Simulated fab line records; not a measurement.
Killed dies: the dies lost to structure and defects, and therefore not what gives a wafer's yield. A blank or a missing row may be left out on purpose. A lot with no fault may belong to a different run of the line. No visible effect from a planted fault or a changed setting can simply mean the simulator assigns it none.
Which tool did it? | flow n5-finfet | Sampling: 24 lots, 72 wafers, 6 of 1938 route steps

WHAT THE GAUGES SHOWED, per wafer
The record holds no reading of a measuring or inspecting step that can be judged against a usual standard deviation.

WHAT TOOL EACH LOT RAN ON (gives the tool, then ch and the chambers of the sampled wafers, and finally the start)
lot  | N5_BEOL_M2_ETCH_77                 | N5_BEOL_M2_ALD_84                   | N5_BEOL_M2_SPUTTER_88        | N5_BEOL_M2_ANNEAL_91         | N5_BEOL_M2_ANNEAL_93         | N5_BEOL_M2_SPUTTER_96
L074 | rie-diel-04 ch 0,1,3, day 6 10:57  | ald-metal-03 ch 1,2,3, day 6 11:51  | pvd-sputter-01, day 6 13:23  | pvd-sputter-01, day 6 13:41  | pvd-sputter-01, day 6 13:55  | pvd-sputter-01, day 6 14:16
L075 | rie-diel-04 ch 0,2,3, day 6 17:11  | ald-metal-01 ch 1,2,3, day 6 23:59  | pvd-sputter-01, day 7 01:19  | pvd-sputter-01, day 7 01:37  | pvd-sputter-01, day 7 01:50  | pvd-sputter-01, day 7 02:11
L076 | rie-diel-05 ch 0,1,3, day 7 04:42  | ald-metal-03 ch 0,2, day 7 06:22    | pvd-sputter-03, day 7 07:49  | pvd-sputter-03, day 7 08:07  | pvd-sputter-03, day 7 08:20  | pvd-sputter-03, day 7 08:42
L077 | rie-diel-04 ch 0,1, day 7 05:57    | ald-metal-03 ch 2,3, day 7 07:49    | pvd-sputter-01, day 7 09:09  | pvd-sputter-01, day 7 09:27  | pvd-sputter-01, day 7 09:40  | pvd-sputter-01, day 7 10:02
L078 | rie-diel-05 ch 1,3, day 7 14:05    | ald-metal-01 ch 0,2,3, day 8 00:02  | pvd-sputter-03, day 8 01:28  | pvd-sputter-03, day 8 01:46  | pvd-sputter-03, day 8 01:59  | pvd-sputter-03, day 8 02:21
L079 | rie-diel-04 ch 1,2,3, day 7 17:57  | ald-metal-02 ch 0,1, day 8 01:14    | pvd-sputter-03, day 8 03:40  | pvd-sputter-03, day 8 03:58  | pvd-sputter-03, day 8 04:11  | pvd-sputter-03, day 8 04:33
L080 | rie-diel-03 ch 0,1,2, day 7 22:49  | ald-metal-03 ch 1,2,3, day 8 03:55  | pvd-sputter-03, day 8 05:35  | pvd-sputter-03, day 8 05:53  | pvd-sputter-03, day 8 06:07  | pvd-sputter-03, day 8 06:28
L081 | rie-diel-05 ch 0,3, day 8 09:08    | ald-metal-02 ch 1,2,3, day 8 11:01  | pvd-sputter-02, day 8 12:43  | pvd-sputter-02, day 8 13:01  | pvd-sputter-02, day 8 13:14  | pvd-sputter-02, day 8 13:35
L082 | rie-diel-04 ch 1,2, day 8 15:38    | ald-metal-03 ch 0,1,2, day 8 23:47  | pvd-sputter-01, day 9 01:16  | pvd-sputter-01, day 9 01:34  | pvd-sputter-01, day 9 01:47  | pvd-sputter-01, day 9 02:08
L083 | rie-diel-05 ch 1,2,3, day 9 05:59  | ald-metal-01 ch 0,2, day 9 08:23    | pvd-sputter-02, day 9 10:02  | pvd-sputter-02, day 9 10:20  | pvd-sputter-02, day 9 10:33  | pvd-sputter-02, day 9 10:55
L084 | rie-diel-04 ch 0,2,3, day 9 09:08  | ald-metal-01 ch 0,1,3, day 9 11:42  | pvd-sputter-02, day 9 13:11  | pvd-sputter-02, day 9 13:29  | pvd-sputter-02, day 9 13:42  | pvd-sputter-02, day 9 14:04
L085 | rie-diel-03 ch 0,3, day 9 10:00    | ald-metal-02 ch 0,1,2, day 9 12:29  | pvd-sputter-01, day 9 14:01  | pvd-sputter-01, day 9 14:19  | pvd-sputter-01, day 9 14:32  | pvd-sputter-01, day 9 14:54
L086 | rie-diel-03 ch 1,3, day 9 12:45    | ald-metal-03 ch 1,2,3, day 9 20:06  | pvd-sputter-02, day 9 21:38  | pvd-sputter-02, day 9 21:56  | pvd-sputter-02, day 9 22:09  | pvd-sputter-02, day 9 22:31
L087 | rie-diel-03 ch 1,2,3, day 9 13:04  | ald-metal-02 ch 0,1,3, day 9 20:10  | pvd-sputter-01, day 9 21:52  | pvd-sputter-01, day 9 22:10  | pvd-sputter-01, day 9 22:23  | pvd-sputter-01, day 9 22:45
L088 | rie-diel-04 ch 1,2,3, day 10 04:57 | ald-metal-01 ch 1,2, day 10 05:54   | pvd-sputter-03, day 10 07:23 | pvd-sputter-03, day 10 07:41 | pvd-sputter-03, day 10 07:54 | pvd-sputter-03, day 10 08:16
L089 | rie-diel-03 ch 0,2,3, day 10 10:11 | ald-metal-03 ch 1,2, day 10 11:17   | pvd-sputter-02, day 10 13:00 | pvd-sputter-02, day 10 13:18 | pvd-sputter-02, day 10 13:31 | pvd-sputter-02, day 10 13:53
L090 | rie-diel-03 ch 2,3, day 10 17:15   | ald-metal-03 ch 1,2,3, day 11 02:05 | pvd-sputter-03, day 11 03:34 | pvd-sputter-03, day 11 03:52 | pvd-sputter-03, day 11 04:05 | pvd-sputter-03, day 11 04:27
L091 | rie-diel-03 ch 1,2, day 10 21:04   | ald-metal-03 ch 0,2,3, day 11 08:55 | pvd-sputter-02, day 11 10:19 | pvd-sputter-02, day 11 10:37 | pvd-sputter-02, day 11 10:50 | pvd-sputter-02, day 11 11:11
L092 | rie-diel-03 ch 1,2,3, day 11 13:31 | ald-metal-01 ch 0,1,3, day 11 14:39 | pvd-sputter-03, day 11 16:05 | pvd-sputter-03, day 11 16:23 | pvd-sputter-03, day 11 16:36 | pvd-sputter-03, day 11 16:58
L093 | rie-diel-04 ch 1,2, day 11 15:05   | ald-metal-02 ch 0,1,2, day 11 17:35 | pvd-sputter-03, day 11 19:03 | pvd-sputter-03, day 11 19:21 | pvd-sputter-03, day 11 19:34 | pvd-sputter-03, day 11 19:56
L094 | rie-diel-03 ch 0,1,3, day 11 16:11 | ald-metal-03 ch 0,2,3, day 11 20:32 | pvd-sputter-01, day 11 21:53 | pvd-sputter-01, day 11 22:11 | pvd-sputter-01, day 11 22:24 | pvd-sputter-01, day 11 22:46
L095 | rie-diel-05 ch 2,3, day 11 19:53   | ald-metal-02 ch 0,2, day 11 22:53   | pvd-sputter-03, day 12 00:22 | pvd-sputter-03, day 12 00:40 | pvd-sputter-03, day 12 00:53 | pvd-sputter-03, day 12 01:15
L097 | rie-diel-05 ch 0,2,3, day 12 06:42 | ald-metal-01 ch 0,2, day 12 08:28   | pvd-sputter-03, day 12 10:50 | pvd-sputter-03, day 12 11:08 | pvd-sputter-03, day 12 11:22 | pvd-sputter-03, day 12 11:43
L096 | rie-diel-04 ch 1,3, day 12 15:23   | ald-metal-02 ch 0,3, day 12 18:43   | pvd-sputter-02, day 12 20:27 | pvd-sputter-02, day 12 20:45 | pvd-sputter-02, day 12 20:58 | pvd-sputter-02, day 12 21:20
- N5_BEOL_M2_ETCH_77: etches underlayer in N2/H2, target depth 6.5 nm, time 5.2 s.
- N5_BEOL_M2_ALD_84: deposits TaN, pulse time 2 s, purge time 3 s, co reactant purge time 2 s.
- N5_BEOL_M2_SPUTTER_88: material Cu, target thk 4.5 nm, time 8.29 s.
- N5_BEOL_M2_ANNEAL_91: time 240 s.
- N5_BEOL_M2_ANNEAL_93: time 240 s.
- N5_BEOL_M2_SPUTTER_96: material Cu, target thk 4.5 nm, time 8.29 s.

WHAT THE TOOLS THEMSELVES READ (means of the sampled wafers that have a number; where no wafer has one, the mark that the record gives instead)
N5_BEOL_M2_ETCH_77. Usual: value, then standard deviation, for each; drypump-motor-current-A 5.8 A / 0.34; etch-rf-on-time-s 5.17 s / 0.074; h2-flow-sccm 200.1 sccm / 0.57; oes-product-au 0.66 a.u. / 0.07; rf-vpp-V 524.7 V / 2.3; showerhead-plenum-p-Torr 2.57 Torr / 0.077; throttle-valve-pct 17.9 % / 0.3.
lot  | tool        | drypump-motor-current-A (A) | etch-rf-on-time-s (s) | h2-flow-sccm (sccm) | oes-product-au (a.u.) | rf-vpp-V (V) | showerhead-plenum-p-Torr (Torr) | throttle-valve-pct (%) | flag
L074 | rie-diel-04 | 6.4                         | 5.19                  | 200.2               | 0.62                  | 526.0        | 2.60                            | 18.1                   |
L075 | rie-diel-04 | 6.2                         | 5.22                  | 199.9               | 0.63                  | 524.2        | 2.57                            | 18.2                   |
L076 | rie-diel-05 | 5.7                         | 5.12                  | 199.8               | 0.69                  | 525.4        | 2.61                            | 17.7                   |
L077 | rie-diel-04 | 6.3                         | 5.19                  | 200.7               | 0.60                  | 525.4        | 2.63                            | 18.0                   |
L078 | rie-diel-05 | 5.7                         | 5.14                  | 200.0               | 0.69                  | 523.8        | 2.53                            | 17.7                   |
L079 | rie-diel-04 | 6.3                         | 5.17                  | 200.3               | 0.62                  | 523.2        | 2.57                            | 18.2                   |
L080 | rie-diel-03 | 5.6                         | 5.18                  | 200.6               | 0.66                  | 525.9        | 2.58                            | 17.7                   |
L081 | rie-diel-05 | 5.7                         | 5.07                  | 199.8               | 0.74                  | 526.4        | 2.61                            | 17.5                   |
L082 | rie-diel-04 | 6.3                         | 5.20                  | 199.8               | 0.61                  | 524.6        | 2.59                            | 18.2                   |
L083 | rie-diel-05 | 5.6                         | 5.19                  | 200.2               | 0.67                  | 523.8        | 2.56                            | 17.8                   |
L084 | rie-diel-04 | 6.2                         | 5.19                  | 200.8               | 0.63                  | 525.1        | 2.56                            | 18.2                   |
L085 | rie-diel-03 | 5.6                         | 5.26                  | 199.8               | 0.58                  | 524.9        | 2.58                            | 18.1                   |
L086 | rie-diel-03 | 5.5                         | 5.19                  | 200.3               | 0.62                  | 521.8        | 2.50                            | 17.9                   |
L087 | rie-diel-03 | 5.6                         | 5.14                  | 200.2               | 0.66                  | 523.9        | 2.55                            | 17.7                   |
L088 | rie-diel-04 | 6.2                         | 5.17                  | 200.0               | 0.70                  | 524.8        | 2.56                            | 18.1                   |
L089 | rie-diel-03 | 5.6                         | 5.23                  | 199.8               | 0.64                  | 524.9        | 2.60                            | 18.0                   |
L090 | rie-diel-03 | 5.6                         | 5.16                  | 199.5               | 0.65                  | 524.9        | 2.57                            | 18.0                   |
L091 | rie-diel-03 | 5.5                         | 5.14                  | 200.4               | 0.66                  | 524.1        | 2.51                            | 17.5                   |
L092 | rie-diel-03 | 5.6                         | 5.25                  | 199.4               | 0.64                  | 522.8        | 2.54                            | 17.7                   |
L093 | rie-diel-04 | 6.2                         | 5.18                  | 200.0               | 0.68                  | 524.8        | 2.55                            | 18.2                   |
L094 | rie-diel-03 | 5.5                         | 5.09                  | 200.4               | 0.69                  | 523.3        | 2.51                            | 17.8                   |
L095 | rie-diel-05 | 5.6                         | 5.10                  | 200.3               | 0.70                  | 523.5        | 2.52                            | 17.8                   |
L097 | rie-diel-05 | 5.7                         | 5.06                  | 199.8               | 0.70                  | 525.4        | 2.56                            | 17.7                   |
L096 | rie-diel-04 | 6.3                         | 5.10                  | 199.6               | 0.67                  | 524.5        | 2.55                            | 18.0                   |

N5_BEOL_M2_ALD_84. Usual: heater-power-outer-w 233 W, standard deviation 18; heater-power-w 417 W, standard deviation 24; precursor-vessel-pressure-torr 26.25 Torr, standard deviation 0.051; susceptor-temp-C 274.99 C, standard deviation 0.2.
lot  | tool         | heater-power-outer-w (W) | heater-power-w (W) | precursor-vessel-pressure-torr (Torr) | susceptor-temp-C (C) | flag
L074 | ald-metal-03 | 223                      | 401                | 26.26                                 | 274.91               |
L075 | ald-metal-01 | 229                      | 406                | 26.26                                 | 274.98               |
L076 | ald-metal-03 | 228                      | 416                | 26.28                                 | 275.03               |
L077 | ald-metal-03 | 211                      | 385                | 26.24                                 | 274.96               |
L078 | ald-metal-01 | 245                      | 417                | 26.31                                 | 274.93               |
L079 | ald-metal-02 | 247                      | 458                | 26.28                                 | 275.12               |
L080 | ald-metal-03 | 225                      | 406                | 26.24                                 | 275.15               |
L081 | ald-metal-02 | 228                      | 412                | 26.25                                 | 274.97               |
L082 | ald-metal-03 | 235                      | 425                | 26.28                                 | 275.09               |
L083 | ald-metal-01 | 241                      | 426                | 26.27                                 | 274.83               |
L084 | ald-metal-01 | 240                      | 411                | 26.24                                 | 274.79               |
L085 | ald-metal-02 | 236                      | 431                | 26.20                                 | 274.97               |
L086 | ald-metal-03 | 223                      | 402                | 26.28                                 | 275.08               |
L087 | ald-metal-02 | 235                      | 430                | 26.27                                 | 274.91               |
L088 | ald-metal-01 | 231                      | 408                | 26.30                                 | 274.94               |
L089 | ald-metal-03 | 241                      | 423                | 26.26                                 | 275.05               |
L090 | ald-metal-03 | 220                      | 411                | 26.28                                 | 275.04               |
L091 | ald-metal-03 | 223                      | 400                | 26.21                                 | 274.92               |
L092 | ald-metal-01 | 240                      | 417                | 26.21                                 | 275.02               |
L093 | ald-metal-02 | 237                      | 431                | 26.20                                 | 274.85               |
L094 | ald-metal-03 | 222                      | 403                | 26.27                                 | 274.96               |
L095 | ald-metal-02 | 237                      | 428                | 26.27                                 | 275.10               |
L097 | ald-metal-01 | 255                      | 431                | 26.28                                 | 275.02               |
L096 | ald-metal-02 | 240                      | 446                | 26.28                                 | 275.12               |

N5_BEOL_M2_SPUTTER_88. Usual: susceptor-temp-C -20.00 C, standard deviation 0.11; throttle-valve-pct 30.0 %, standard deviation 0.92.
lot  | tool           | susceptor-temp-C (C) | throttle-valve-pct (%) | flag
L074 | pvd-sputter-01 | -20.10               | 31.0                   |
L075 | pvd-sputter-01 | -20.03               | 30.6                   |
L076 | pvd-sputter-03 | -19.95               | 29.7                   |
L077 | pvd-sputter-01 | -20.01               | 30.9                   |
L078 | pvd-sputter-03 | -20.11               | 30.6                   |
L079 | pvd-sputter-03 | -19.95               | 29.7                   |
L080 | pvd-sputter-03 | -19.97               | 30.3                   |
L081 | pvd-sputter-02 | -20.02               | 29.5                   |
L082 | pvd-sputter-01 | -20.06               | 30.1                   |
L083 | pvd-sputter-02 | -19.97               | 29.0                   |
L084 | pvd-sputter-02 | -19.95               | 29.2                   |
L085 | pvd-sputter-01 | -20.02               | 30.6                   |
L086 | pvd-sputter-02 | -19.96               | 29.1                   |
L087 | pvd-sputter-01 | -19.99               | 30.9                   |
L088 | pvd-sputter-03 | -20.01               | 29.7                   |
L089 | pvd-sputter-02 | -20.02               | 29.2                   |
L090 | pvd-sputter-03 | -19.92               | 30.4                   |
L091 | pvd-sputter-02 | -19.97               | 29.3                   |
L092 | pvd-sputter-03 | -19.98               | 30.6                   |
L093 | pvd-sputter-03 | -19.94               | 30.5                   |
L094 | pvd-sputter-01 | -20.09               | 30.5                   |
L095 | pvd-sputter-03 | -19.99               | 30.6                   |
L097 | pvd-sputter-03 | -20.02               | 29.9                   |
L096 | pvd-sputter-02 | -20.06               | 29.3                   |

N5_BEOL_M2_ANNEAL_91. Usual: heater-power-w 870 W, standard deviation 71; susceptor-temp-C 400.01 C, standard deviation 0.22.
lot  | tool           | heater-power-w (W) | susceptor-temp-C (C) | flag
L074 | pvd-sputter-01 | 870                | 400.02               |
L075 | pvd-sputter-01 | 848                | 399.84               |
L076 | pvd-sputter-03 | 826                | 400.21               |
L077 | pvd-sputter-01 | 856                | 400.09               |
L078 | pvd-sputter-03 | 855                | 400.19               |
L079 | pvd-sputter-03 | 801                | 399.92               |
L080 | pvd-sputter-03 | 868                | 400.08               |
L081 | pvd-sputter-02 | 934                | 400.13               |
L082 | pvd-sputter-01 | 849                | 399.97               |
L083 | pvd-sputter-02 | 897                | 400.05               |
L084 | pvd-sputter-02 | 862                | 400.05               |
L085 | pvd-sputter-01 | 852                | 400.12               |
L086 | pvd-sputter-02 | 844                | 399.76               |
L087 | pvd-sputter-01 | 860                | 399.98               |
L088 | pvd-sputter-03 | 841                | 399.96               |
L089 | pvd-sputter-02 | 833                | 400.06               |
L090 | pvd-sputter-03 | 861                | 400.15               |
L091 | pvd-sputter-02 | 953                | 399.93               |
L092 | pvd-sputter-03 | 853                | 399.98               |
L093 | pvd-sputter-03 | 852                | 400.14               |
L094 | pvd-sputter-01 | 843                | 400.12               |
L095 | pvd-sputter-03 | 857                | 400.09               |
L097 | pvd-sputter-03 | 820                | 400.30               |
L096 | pvd-sputter-02 | 909                | 399.96               |

N5_BEOL_M2_ANNEAL_93. Usual: heater-power-w 871 W, standard deviation 70; susceptor-temp-C 399.98 C, standard deviation 0.23.
lot  | tool           | heater-power-w (W) | susceptor-temp-C (C) | flag
L074 | pvd-sputter-01 | 870                | 400.01               |
L075 | pvd-sputter-01 | 844                | 399.87               |
L076 | pvd-sputter-03 | 825                | 400.27               |
L077 | pvd-sputter-01 | 864                | 399.92               |
L078 | pvd-sputter-03 | 862                | 399.93               |
L079 | pvd-sputter-03 | 807                | 400.00               |
L080 | pvd-sputter-03 | 870                | 399.67               |
L081 | pvd-sputter-02 | 931                | 400.16               |
L082 | pvd-sputter-01 | 859                | 399.82               |
L083 | pvd-sputter-02 | 893                | 399.90               |
L084 | pvd-sputter-02 | 863                | 400.15               |
L085 | pvd-sputter-01 | 862                | 399.89               |
L086 | pvd-sputter-02 | 863                | 400.06               |
L087 | pvd-sputter-01 | 864                | 399.80               |
L088 | pvd-sputter-03 | 829                | 400.15               |
L089 | pvd-sputter-02 | 837                | 399.86               |
L090 | pvd-sputter-03 | 844                | 400.00               |
L091 | pvd-sputter-02 | 935                | 399.91               |
L092 | pvd-sputter-03 | 849                | 399.84               |
L093 | pvd-sputter-03 | 861                | 399.96               |
L094 | pvd-sputter-01 | 850                | 399.92               |
L095 | pvd-sputter-03 | 859                | 400.33               |
L097 | pvd-sputter-03 | 804                | 399.84               |
L096 | pvd-sputter-02 | 901                | 399.93               |

N5_BEOL_M2_SPUTTER_96. Usual: susceptor-temp-C -19.98 C, standard deviation 0.12; throttle-valve-pct 30.0 %, standard deviation 0.91.
lot  | tool           | susceptor-temp-C (C) | throttle-valve-pct (%) | flag
L074 | pvd-sputter-01 | -19.93               | 30.8                   |
L075 | pvd-sputter-01 | -20.16               | 30.5                   |
L076 | pvd-sputter-03 | -20.15               | 29.7                   |
L077 | pvd-sputter-01 | -19.95               | 30.7                   |
L078 | pvd-sputter-03 | -19.91               | 30.4                   |
L079 | pvd-sputter-03 | -19.98               | 29.8                   |
L080 | pvd-sputter-03 | -19.98               | 30.3                   |
L081 | pvd-sputter-02 | -20.07               | 29.5                   |
L082 | pvd-sputter-01 | -20.01               | 30.1                   |
L083 | pvd-sputter-02 | -19.93               | 29.0                   |
L084 | pvd-sputter-02 | -19.97               | 29.1                   |
L085 | pvd-sputter-01 | -19.90               | 30.6                   |
L086 | pvd-sputter-02 | -19.85               | 29.2                   |
L087 | pvd-sputter-01 | -19.97               | 30.8                   |
L088 | pvd-sputter-03 | -19.96               | 29.8                   |
L089 | pvd-sputter-02 | -20.07               | 29.2                   |
L090 | pvd-sputter-03 | -19.95               | 30.5                   |
L091 | pvd-sputter-02 | -19.80               | 29.2                   |
L092 | pvd-sputter-03 | -20.03               | 30.5                   |
L093 | pvd-sputter-03 | -19.98               | 30.4                   |
L094 | pvd-sputter-01 | -19.93               | 30.5                   |
L095 | pvd-sputter-03 | -20.00               | 30.6                   |
L097 | pvd-sputter-03 | -19.92               | 29.8                   |
L096 | pvd-sputter-02 | -19.96               | 29.5                   |

THE ANSWER, worked out from the rows above alone
Rule: a lot is off if the mean of its wafers that have a number lies more than 3 standard deviations from the usual mean. A lot without any number at a reading at which 4 lots or more have one is off too. All remaining lots with rows at the step are treated as sound. First the gauges in route order, then the tools' own readings, where a lot's mean is used as printed above. The first step at which some lot is off is used, and at that step the reading that is off furthest; a lot without a number counts as furthest.
No lot is off on any of the readings shown, so nothing can be concluded from this.

WHAT THE SIMULATOR HAD INSERTED
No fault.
